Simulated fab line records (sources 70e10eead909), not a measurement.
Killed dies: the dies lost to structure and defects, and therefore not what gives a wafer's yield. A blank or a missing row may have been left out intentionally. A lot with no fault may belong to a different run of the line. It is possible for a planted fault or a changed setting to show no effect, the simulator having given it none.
A lot that was struck, set against a sound lot ; flow nandHarc ; 39 out of 1302 route steps
Sound: wafers L858.1, L858.2, L858.6. Struck: wafer L852.1; the same lot's L852.2 was not struck, so it is left out; see the end for the cause.
For every step that has rows: the tool of each side, followed by ch and its chambers, followed by its first start. Under that, the readings that differ: sound wafers ; struck wafers ; difference of the means ; sigmas: that difference in standard deviations of wafers without a fault.
alike: words and numbers the same on both sides, and readings whose means are apart by under 2 such deviations; not compared: readings that were withheld, readings missing a value for some wafer, numbers with overlapping values and no deviation given by the record, and bounds like >300 which may hide the same value.
Wherever a step has rows on one side only, a row that says differs or no value, or a row with sigmas, the two part there. Non-overlapping numbers with no deviation appear without sigmas and do not part them. A reading missing from all wafers of one side parts the sides only when that side holds two or more wafers.

first, 5 steps without rows for these wafers: NHARC_A_WL_FILL_SRD_14; NHARC_A_WL_FILL_ALD_19 (deposits TiN, target thk 2 nm, pulse time 3 s, ald cycles 100); NHARC_A_WL_FILL_CVD_20 (deposits W, target thk 100 nm, time 74 s); NHARC_A_WL_FILL_CMP_12 (polishes, t overpolish 30 s, target thk 100 nm); NHARC_A_WL_FILL_SRD_31.
NHARC_A_WL_FILL_INSPECT_15:
  sound on defectInspect-02, day 28 12:21; struck on defectInspect-02, day 26 03:52
  alike: rawDefectCount
then, 2 steps without rows for these wafers: NHARC_A_CONTACT_DEP_24 (deposits SiO2, target thk 500 nm); NHARC_A_CONTACT_DEP_28 (deposits aC, target thk 7000 nm).
NHARC_A_CONTACT_DEP_29: deposits SiON, target thk 100 nm.
  sound on pecvd-02 ch 0,1,2, day 28 17:22; struck on pecvd-03 ch 2, day 26 08:51
  alike: chamberPressureTorr, heaterPowerW
then, 10 steps without rows for these wafers: NHARC_A_CONTACT_DEHYDRATE_32 (time 120 s); NHARC_A_CONTACT_HMDS_33 (time 30 s); NHARC_A_CONTACT_COAT_34 (time 75 s); NHARC_A_CONTACT_COAT_35 (time 65 s); NHARC_A_CONTACT_COAT_36 (resist thk 90 nm); NHARC_A_CONTACT_SOFTBAKE_37 (time 55 s); NHARC_A_CONTACT_EBR_38; NHARC_A_CONTACT_EXPOSE_39 (exposes mask A CC 3); NHARC_A_CONTACT_PEB_40 (peb time 65 s); NHARC_A_CONTACT_DEVELOP_41 (develop time 35 s).
NHARC_A_CONTACT_CD_MEAS_42 targets a cd of 300 nm.
  sound on cdSem-03 ch 0, day 28 17:58; struck on cdSem-03 ch 0, day 26 09:40
  alike: cdNm
NHARC_A_CONTACT_OVL_MEAS_43:
  sound on overlay-01, day 28 18:04; struck on overlay-02, day 26 09:46
  alike: overlayXNm, overlayYNm
NHARC_A_CONTACT_INSPECT_44:
  sound on defectInspect-01, day 28 18:06; struck on defectInspect-02, day 26 09:47
reading;sound;struck;difference;sigmas
rawDefectCount;171 169 161;41;-126;-3
NHARC_A_CONTACT_DESCUM_47: chemistry O2, time 3 s.
  sound on rieDiel-04 ch 0,2, day 28 18:10; struck on rieDiel-04 ch 1, day 26 09:51
  alike: drypumpMotorCurrentA, oesProductAu, rfVppV, showerheadPlenumPTorr, throttleValvePct
  not compared: rfHoursCounterH
NHARC_A_CONTACT_ETCH_48: etches the open film in CF4, target depth 39 nm, time 65 s.
  sound on rieDiel-04 ch 2,3, day 28 18:17; struck on rieDiel-04 ch 1, day 26 10:07
reading;sound;struck;difference;sigmas
throttleValvePct (%);13.289 13.300 13.294;13.271;-0.023;-3
  alike: drypumpMotorCurrentA, oesProductAu, rfVppV, showerheadPlenumPTorr
  not compared: rfHoursCounterH
NHARC_A_CONTACT_ETCH_49: etches the open film in N2/H2, target depth 260 nm, time 475.3 s.
  sound on rieDiel-04 ch 0,1,3; struck on rieDiel-04 ch 0
reading;sound;struck;difference;sigmas
throttleValvePct (%);14.180 14.172 14.169;14.191;+0.017;+2
  alike: drypumpMotorCurrentA, oesProductAu, rfVppV, showerheadPlenumPTorr
  not compared: rfHoursCounterH
then, 10 steps without rows for these wafers: NHARC_A_CONTACT_ETCH_50 (etches the open film in CF4/CHF3, target depth 121 nm, time 60.5 s); NHARC_A_CONTACT_ETCH_51 (etches the open film in O2/COS, target depth 7000 nm, time 1820 s); NHARC_A_CONTACT_ETCH_111 (etches the open film in C4F8/O2/Ar, time 140 s, target depth 700 nm); NHARC_A_CONTACT_ETCH_112 (etches the open film in C4F8/O2/Ar, time 190 s, target depth 1850 nm); NHARC_A_CONTACT_ETCH_113 (etches the open film in C4F8/O2/Ar, time 190 s, target depth 1850 nm); NHARC_A_CONTACT_ETCH_114 (etches the open film in C4F8/O2/Ar, time 190 s, target depth 1850 nm); NHARC_A_CONTACT_ETCH_115 (etches the open film in C4F8/O2/Ar, time 190 s, target depth 1850 nm); NHARC_A_CONTACT_ETCH_116 (etches the open film in C4F8/O2/Ar, time 190 s, target depth 1850 nm); NHARC_A_CONTACT_ETCH_117 (etches the open film in C4F8/O2/Ar, time 190 s, target depth 1850 nm); NHARC_A_CONTACT_ETCH_118 (etches the open film in C4F8/O2/Ar, time 190 s, target depth 1850 nm).
NHARC_A_CONTACT_ETCH_119: etches the open film in C4F8/O2/Ar, time 190 s, target depth 1850 nm.
  sound on harCapEtch-02 ch 0,1, day 28 21:26; struck on harCapEtch-02 ch 0, day 26 14:29
  not compared: rfHoursCounterH
NHARC_A_CONTACT_ETCH_120: etches the open film in C4F8/O2/Ar, time 190 s, target depth 1850 nm.
  sound on harCapEtch-02 ch 0,1, day 28 21:36; struck on harCapEtch-02 ch 0, day 26 14:43
  not compared: rfHoursCounterH
then, 1 step without rows for these wafers: NHARC_A_CONTACT_ETCH_121 (etches the open film in C4F8/O2/Ar, time 190 s, target depth 1850 nm).
-- record jumps: 3 days between struck wafers' starts before vs after; left off in module A_CONTACT, resumes in module END, first step shown is number 1302 of the route --
NHARC_END_SORT_01:
  at this point the record logs the struck wafers (prober-02 ch 0, day 29 10:29) and has no rows for the sound ones

## WHERE THEY PART
First at NHARC_A_CONTACT_INSPECT_44; last, within this record, at NHARC_END_SORT_01.

WHY: whatever the simulator had introduced
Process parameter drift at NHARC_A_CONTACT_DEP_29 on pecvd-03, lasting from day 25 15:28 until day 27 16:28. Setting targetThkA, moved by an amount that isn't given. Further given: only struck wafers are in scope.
